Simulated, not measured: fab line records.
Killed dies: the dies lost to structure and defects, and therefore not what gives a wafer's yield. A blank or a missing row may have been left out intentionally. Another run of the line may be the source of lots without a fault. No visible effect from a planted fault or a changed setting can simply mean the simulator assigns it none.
Chamber matching	flow nand harc	NHARC_A_WL_FILL_ALD_10 on ald hk-02 has 4 sister chambers
The step deposits SiO2, target thk 50 nm, pulse time 10 s, ald cycles 500. 24 wafers are shown with their chamber, then 12 later ones without.

WAFERS, EACH WITH ITS CHAMBER
wafer	chamber	heater power w (W)	precursor pulse height rel
L075.3	1	485	1.012
L075.2	2	371	0.986
L075.4	3	429	0.992
L077.2	1	507	1.000
L077.4	0	484	0.978
L077.6	3	423	0.974
L079.1	1	492	0.996
L079.2	0	489	0.984
L079.5	0	487	1.011
L084.3	0	471	0.999
L084.5	1	462	1.002
L084.6	0	478	0.998
L083.1	3	438	1.005
L083.2	2	360	0.982
L083.5	1	474	1.031
L085.3	1	469	0.995
L085.5	3	442	0.997
L085.6	0	474	0.999
L086.3	3	449	0.986
L086.2	1	465	1.002
L086.6	0	477	1.004
L089.1	0	486	1.003
L089.3	3	447	0.961
L089.4	2	375	1.002

SIGNATURES (means of the wafers above)
reading	chamber 0	chamber 1	chamber 2	chamber 3	scatter within a chamber
heater power w	480.75	479.14	368.67	438.00	11.3
precursor pulse height rel	0.99700	1.00543	0.99000	0.98583	0.0128
Rule: a wafer lies at a distance from a chamber equal to the root of the sum of squares, over the readings, of (its reading less the chamber's mean, divided by the reading's scatter). The wafer belongs to the nearest chamber; if the next one is less than 2 further off, it can't be placed. The scatter: take each reading less its chamber's mean, square it, sum over the shown wafers, divide by the number of wafers less the number of chambers, and take the root.

WAFERS WHOSE CHAMBER IS MISSING
wafer	heater power w (W)	precursor pulse height rel
L088.4	470	1.000
L088.5	445	1.046
L088.6	474	0.984
L094.1	379	0.980
L094.3	472	1.015
L094.6	437	0.990
L095.4	445	0.980
L095.1	468	0.979
L095.5	377	1.014
L096.3	370	0.988
L096.4	443	0.983
L096.1	492	0.994

EACH ONE'S CHAMBER
wafer	from the rows above	in truth
L088.4	can't be placed: 1 or 0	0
L088.5	can't be placed: 1 or 3 or 0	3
L088.6	can't be placed: 0 or 1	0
L094.1	2	2
L094.3	can't be placed: 1 or 0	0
L094.6	3	3
L095.4	3	3
L095.1	can't be placed: 0 or 1 or 3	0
L095.5	2	2
L096.3	2	2
L096.4	3	3
L096.1	can't be placed: 0 or 1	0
Correct placement for 6 of the 12. Can't be placed from these rows: 6 (the true chamber is among the candidates in 6). 0 placed wrongly.
